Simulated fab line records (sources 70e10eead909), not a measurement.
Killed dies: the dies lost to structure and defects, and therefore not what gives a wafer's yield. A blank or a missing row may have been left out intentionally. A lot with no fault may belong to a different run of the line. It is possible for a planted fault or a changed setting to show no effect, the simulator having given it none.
Matching of chambers	flow nand harc	rie diel-12 running NHARC_A_STAIRCASE_ETCH_292: 4 sister chambers
The step etches the open film in CF4/CHF3. 30 wafers are shown with their chamber, then 12 later ones without.

WAFERS, EACH WITH ITS CHAMBER
wafer	chamber	drypump motor current A (A)	showerhead plenum p Torr (Torr)	rf vpp V (V)
L074.2	1	5.9	1.68	374.7
L074.3	2	5.8	1.59	370.4
L074.5	0	5.8	1.70	375.7
L078.1	2	5.8	1.59	371.5
L078.2	1	5.9	1.68	374.2
L078.3	0	5.8	1.69	373.5
L081.2	3	5.5	1.64	372.4
L081.3	2	5.8	1.59	371.9
L081.5	2	5.8	1.59	370.3
L080.1	3	5.5	1.64	373.4
L080.2	1	5.9	1.68	375.1
L080.6	2	5.8	1.59	371.6
L079.2	1	5.9	1.68	373.0
L079.3	0	5.8	1.69	374.6
L079.4	2	5.8	1.59	371.1
L082.2	0	5.8	1.69	375.1
L082.3	3	5.5	1.64	372.0
L082.5	2	5.8	1.59	370.6
L083.2	2	5.8	1.59	371.9
L083.3	1	5.9	1.68	374.6
L083.4	0	5.7	1.69	374.4
L085.2	0	5.8	1.69	374.6
L085.3	2	5.8	1.59	371.7
L085.5	0	5.8	1.69	375.4
L087.2	1	5.9	1.67	374.0
L087.3	0	5.8	1.69	373.4
L087.5	2	5.8	1.59	371.1
L090.1	0	5.8	1.69	373.7
L090.5	3	5.5	1.63	372.1
L090.6	0	5.8	1.69	373.7

SIGNATURES (averages over the wafers above)
reading	chamber 0	chamber 1	chamber 2	chamber 3	scatter within a chamber
drypump motor current A	5.790	5.900	5.800	5.500	0.0186
showerhead plenum p Torr	1.6910	1.6783	1.5900	1.6375	0.00309
rf vpp V	374.410	374.267	371.210	372.475	0.714
Rule: a wafer's distance from a chamber is the root of the sum, over the readings, of the square of ((its reading less the chamber's mean) divided by the reading's scatter). If the next closest chamber is less than 2 further off than the closest, the wafer can't be placed; otherwise it belongs to the closest. The scatter: take each reading less its chamber's mean, square it, sum over the shown wafers, divide by the number of wafers less the number of chambers, and take the root.

WAFERS MISSING THEIR CHAMBER
wafer	drypump motor current A (A)	showerhead plenum p Torr (Torr)	rf vpp V (V)
L094.2	5.5	1.63	373.3
L094.3	5.8	1.68	374.1
L094.6	5.9	1.67	373.6
L097.1	5.8	1.68	375.5
L097.2	5.9	1.67	373.7
L097.4	5.8	1.58	368.8
L096.2	5.5	1.63	374.0
L096.3	5.9	1.67	374.2
L096.6	5.5	1.63	372.5
L095.1	5.5	1.63	372.8
L095.2	5.7	1.68	374.9
L095.5	5.5	1.63	372.7

WHICH CHAMBER EACH WENT THROUGH
wafer	from the rows above	in truth
L094.2	3	3
L094.3	can't be placed: 0 or 1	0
L094.6	1	1
L097.1	can't be placed: 0 or 1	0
L097.2	1	1
L097.4	2	2
L096.2	3	3
L096.3	1	1
L096.6	3	3
L095.1	3	3
L095.2	0	0
L095.5	3	3
Placed correctly: 10 of 12. From these rows, 2 cannot be placed; in 2 the true chamber is one of the candidates. Placed wrongly: 0.
